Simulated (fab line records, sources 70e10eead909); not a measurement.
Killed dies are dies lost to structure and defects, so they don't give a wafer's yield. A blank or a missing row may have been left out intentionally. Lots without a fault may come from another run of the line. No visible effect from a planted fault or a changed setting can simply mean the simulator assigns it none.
Which of the tools did it? ; flow nand harc ; 6 lots, 18 wafers sampled, at 5 steps of a route of 1302

WHAT EACH GAUGE READ, for each wafer
NHARC_END_SORT_01.
lot ; measured ; on ; defect limited yield (%)

WHAT TOOL EACH LOT RAN ON (gives the tool, then ch and the chambers of the sampled wafers, and finally the start)
lot;NHARC_P_M2_STRIP_18;NHARC_P_M2_PVD_21;NHARC_P_BONDPAD_EXPOSE_06;NHARC_P_BONDPAD_DESCUM_11
L305;rie diel-11 ch 1,3, day 6 19:14;pvd sputter-03, day 6 23:02 or earlier;krf scanner-03 ch 0, day 6 23:02;rie diel-01 ch 0,2, day 6 23:23
L309;rie diel-11 ch 0,1,2, day 8 20:58;pvd sputter-02, day 9 00:49 or earlier;krf scanner-04 ch 0, day 9 00:49;rie diel-01 ch 1,2,3, day 9 01:11
L312;rie diel-07 ch 0,1, day 9 21:29;pvd sputter-01, day 10 01:22 or earlier;krf scanner-03 ch 0, day 10 01:22;rie diel-12 ch 1,2,3, day 10 01:44
L317;rie diel-07 ch 0,3, day 12 08:00;pvd sputter-01, day 12 11:49 or earlier;krf scanner-03 ch 0, day 12 11:49;rie diel-01 ch 1,3, day 12 12:11
L323;rie diel-07 ch 0,2,3, day 14 03:16;pvd sputter-03, day 14 07:01 or earlier;krf scanner-01 ch 0, day 14 07:01;rie diel-01 ch 0,1,3, day 14 07:24
L325;rie diel-06 ch 0,1,2, day 14 22:02;pvd sputter-01, day 15 01:47 or earlier;krf scanner-04 ch 0, day 15 01:47;rie diel-10 ch 0,3, day 15 02:09
- NHARC_P_M2_STRIP_18: strips in N2/H2.
- NHARC_P_M2_PVD_21: deposits Cu, target thk 30 nm, time 20.49 s.
- NHARC_P_BONDPAD_EXPOSE_06: exposes mask P BPAD.
- NHARC_P_BONDPAD_DESCUM_11: chemistry O2, time 3 s.

THE ANSWER, worked out from the rows above alone
Rule: the usual values come from the lots themselves. The widest of any qualifying gaps counts: lots, ordered by their means at a reading, are off when they make up no more than a third of the lots, leave a main group of 4 or more, and stand apart from it by 3 or more times the standard deviation of that group's means. If all means in a main group match to the digits the tables above print for the reading, that group is not used. A lot without any number at a reading at which 4 lots or more have one is off too. All remaining lots with rows at the step are treated as sound.
No lot is off on any of the readings shown, so nothing can be concluded from this.

WHAT WAS PUT IN BY THE SIMULATOR
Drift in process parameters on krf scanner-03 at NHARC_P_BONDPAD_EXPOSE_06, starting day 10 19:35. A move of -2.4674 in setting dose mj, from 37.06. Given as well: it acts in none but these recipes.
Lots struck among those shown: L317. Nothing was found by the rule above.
